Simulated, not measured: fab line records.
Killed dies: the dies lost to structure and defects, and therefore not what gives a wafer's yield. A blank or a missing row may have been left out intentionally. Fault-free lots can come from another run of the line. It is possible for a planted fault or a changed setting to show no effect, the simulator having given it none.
Matching of chambers | flow n5_finfet | N5_BEOL_M9_ILD_DEP_00 on pecvd-02 has 3 sister chambers
The step deposits SiCOH lowk from DEMS/porogen, target thk 308.51 nm, time 58 s. 6 wafers are shown with their chamber, then 8 later ones without.

== EACH WAFER AND ITS CHAMBER ==
wafer  | chamber | throttle_valve_pct (%) | heater_power_w (W)
L081.2 | 1       | 15.2                   | 384
L084.5 | 0       | 13.3                   | 288
L087.2 | 2       | 13.8                   | 266
L087.3 | 1       | 15.3                   | 329
L087.4 | 0       | 13.3                   | 323
L085.1 | 2       | 13.6                   | 261

== WAFERS WITHOUT THEIR CHAMBER ==
wafer  | throttle_valve_pct (%) | heater_power_w (W)
L085.2 | 13.3                   | 314
L085.5 | 15.2                   | 395
L091.2 | 13.7                   | 278
L091.4 | 13.4                   | 270
L091.5 | 13.4                   | 228
L095.2 | 15.0                   | 323
L095.3 | 13.8                   | 268
L095.5 | 15.3                   | 354

== EACH ONE'S CHAMBER ==
wafer  | from the rows above     | in truth
L085.2 | 0                       | 0
L085.5 | 1                       | 1
L091.2 | 2                       | 2
L091.4 | can't be placed: 0 or 2 | 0
L091.5 | can't be placed: 0 or 2 | 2
L095.2 | 1                       | 1
L095.3 | 2                       | 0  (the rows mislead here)
L095.5 | 1                       | 1
5 of 8 placed correctly. From these rows, 2 cannot be placed; in 2 the true chamber is one of the candidates. Wrongly placed: 1.
How it was worked out, from the rows above alone: a wafer's distance from a chamber is the root of the sum, over the readings, of the square of ((its reading less the chamber's mean) divided by the reading's scatter). The wafer belongs to the nearest chamber; if the next one is less than 2 further off, it can't be placed. For every chamber, the mean is computed from those of its wafers that are shown. The scatter: the root of (the sum of the squares of (reading less its chamber's mean) over the shown wafers, divided by (wafers less chambers)).
